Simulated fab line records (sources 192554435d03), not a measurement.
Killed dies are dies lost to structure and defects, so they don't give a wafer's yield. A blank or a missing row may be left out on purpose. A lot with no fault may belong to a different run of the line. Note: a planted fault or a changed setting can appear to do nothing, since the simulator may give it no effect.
Matching of chambers / flow n5Finfet / cvdCo-02 running N5_BEOL_M4_PRE_CLEAN_60: 3 sister chambers
The step time 15 s. 22 wafers are shown with their chamber, then 11 later ones without.

EACH WAFER AND ITS CHAMBER
wafer=L074.1; chamber=0; heaterPowerW (W)=88
wafer=L074.2; chamber=2; heaterPowerW (W)=55
wafer=L074.3; chamber=1; heaterPowerW (W)=99
wafer=L075.1; chamber=1; heaterPowerW (W)=98
wafer=L075.4; chamber=2; heaterPowerW (W)=55
wafer=L075.5; chamber=1; heaterPowerW (W)=95
wafer=L079.3; chamber=1; heaterPowerW (W)=98
wafer=L079.4; chamber=0; heaterPowerW (W)=88
wafer=L079.6; chamber=1; heaterPowerW (W)=96
wafer=L077.2; chamber=2; heaterPowerW (W)=55
wafer=L077.3; chamber=0; heaterPowerW (W)=89
wafer=L077.6; chamber=2; heaterPowerW (W)=53
wafer=L082.1; chamber=1; heaterPowerW (W)=98
wafer=L082.2; chamber=2; heaterPowerW (W)=56
wafer=L082.6; chamber=1; heaterPowerW (W)=96
wafer=L085.1; chamber=0; heaterPowerW (W)=91
wafer=L085.2; chamber=1; heaterPowerW (W)=103
wafer=L085.6; chamber=2; heaterPowerW (W)=56
wafer=L087.1; chamber=0; heaterPowerW (W)=87
wafer=L087.5; chamber=1; heaterPowerW (W)=99
wafer=L087.6; chamber=2; heaterPowerW (W)=57
wafer=L091.3; chamber=0; heaterPowerW (W)=89

SIGNATURES, as means of the wafers listed above
reading=heaterPowerW; chamber 0=88.67; chamber 1=98.00; chamber 2=55.29; scatter within a chamber=1.82
Rule: for a wafer and a chamber, the distance is found by dividing, reading by reading, the gap between the wafer's reading and the chamber's mean by the reading's scatter, squaring, summing and taking the root. The wafer belongs to the nearest chamber; if the next one is less than 2 further off, it can't be placed. The scatter is the square root of a quotient: the sum, over the shown wafers, of each reading's squared deviation from its chamber's mean, divided by wafers minus chambers.

WAFERS WITHOUT THEIR CHAMBER
wafer=L091.4; heaterPowerW (W)=56
wafer=L091.5; heaterPowerW (W)=101
wafer=L095.2; heaterPowerW (W)=58
wafer=L095.5; heaterPowerW (W)=99
wafer=L095.6; heaterPowerW (W)=55
wafer=L096.1; heaterPowerW (W)=98
wafer=L096.2; heaterPowerW (W)=91
wafer=L096.3; heaterPowerW (W)=57
wafer=L097.2; heaterPowerW (W)=57
wafer=L097.4; heaterPowerW (W)=57
wafer=L097.6; heaterPowerW (W)=99

WHICH CHAMBER EACH WENT THROUGH
wafer=L091.4; from the rows above=2; in truth=2
wafer=L091.5; from the rows above=1; in truth=1
wafer=L095.2; from the rows above=2; in truth=2
wafer=L095.5; from the rows above=1; in truth=1
wafer=L095.6; from the rows above=2; in truth=2
wafer=L096.1; from the rows above=1; in truth=1
wafer=L096.2; from the rows above=0; in truth=0
wafer=L096.3; from the rows above=2; in truth=2
wafer=L097.2; from the rows above=2; in truth=2
wafer=L097.4; from the rows above=2; in truth=2
wafer=L097.6; from the rows above=1; in truth=1
Correct placement for 11 of the 11. Left unplaced by these rows: 0. 0 placed wrongly.
